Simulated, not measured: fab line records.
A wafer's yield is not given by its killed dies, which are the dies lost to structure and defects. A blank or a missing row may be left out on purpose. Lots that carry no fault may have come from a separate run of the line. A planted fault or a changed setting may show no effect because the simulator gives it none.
Chamber matching -- flow n5-finfet -- 4 sister chambers for N5_BEOL_M13_ETCH_67 on rie-diel-02
The step etches SiARC in CF4, target depth 143 nm, time 238.3 s. 24 wafers are shown with their chamber, then 12 later ones without.

== EACH WAFER AND ITS CHAMBER ==
wafer,chamber,showerhead-plenum-p-Torr (Torr),throttle-valve-pct (%),drypump-motor-current-A (A)
L074.3,3,2.09,15.55,5.49
L074.4,1,2.19,15.15,5.85
L074.5,0,2.04,15.80,5.31
L076.1,2,2.19,15.23,5.64
L076.2,3,2.09,15.56,5.51
L076.5,2,2.19,15.24,5.65
L082.1,2,2.19,15.22,5.69
L082.4,0,2.04,15.81,5.29
L082.5,3,2.09,15.57,5.51
L081.1,0,2.04,15.82,5.29
L081.3,1,2.19,15.16,5.80
L081.6,1,2.19,15.19,5.81
L077.1,1,2.19,15.18,5.79
L077.3,3,2.09,15.58,5.48
L077.6,3,2.09,15.57,5.51
L084.2,0,2.03,15.84,5.32
L084.5,0,2.03,15.86,5.30
L084.6,1,2.18,15.19,5.84
L083.3,1,2.18,15.19,5.83
L083.5,0,2.03,15.83,5.30
L083.6,3,2.09,15.59,5.48
L085.2,1,2.18,15.20,5.82
L085.3,3,2.09,15.59,5.48
L085.5,2,2.18,15.25,5.68

SIGNATURES (averages over the wafers above)
reading,chamber 0,chamber 1,chamber 2,chamber 3,scatter within a chamber
showerhead-plenum-p-Torr,2.0350,2.1857,2.1875,2.0900,0.00445
throttle-valve-pct,15.8267,15.1800,15.2350,15.5729,0.0176
drypump-motor-current-A,5.3017,5.8200,5.6650,5.4943,0.0181
Rule: distance of a wafer from a chamber = root of the sum over the readings of ((wafer's reading minus chamber's mean) / reading's scatter) squared. The wafer belongs to the nearest chamber; if the next one is less than 2 further off, it can't be placed. The scatter: take each reading less its chamber's mean, square it, sum over the shown wafers, divide by the number of wafers less the number of chambers, and take the root.

== WAFERS WITHOUT THEIR CHAMBER ==
wafer,showerhead-plenum-p-Torr (Torr),throttle-valve-pct (%),drypump-motor-current-A (A)
L089.1,2.08,15.61,5.50
L089.3,2.03,15.86,5.29
L089.5,2.03,15.86,5.29
L088.1,2.03,15.86,5.30
L088.2,2.18,15.28,5.66
L088.3,2.08,15.62,5.46
L092.2,2.18,15.22,5.82
L092.4,2.18,15.29,5.69
L092.6,2.18,15.31,5.69
L097.2,2.08,15.65,5.52
L097.3,2.17,15.25,5.82
L097.6,2.08,15.65,5.53

== THE CHAMBER EACH PASSED THROUGH ==
wafer,from the rows above,in truth
L089.1,3,3
L089.3,0,0
L089.5,0,0
L088.1,0,0
L088.2,2,2
L088.3,3,3
L092.2,1,1
L092.4,2,2
L092.6,2,2
L097.2,3,3
L097.3,1,1
L097.6,3,3
Placed correctly: 12 of 12. From these rows, 0 cannot be placed. 0 placed wrongly.
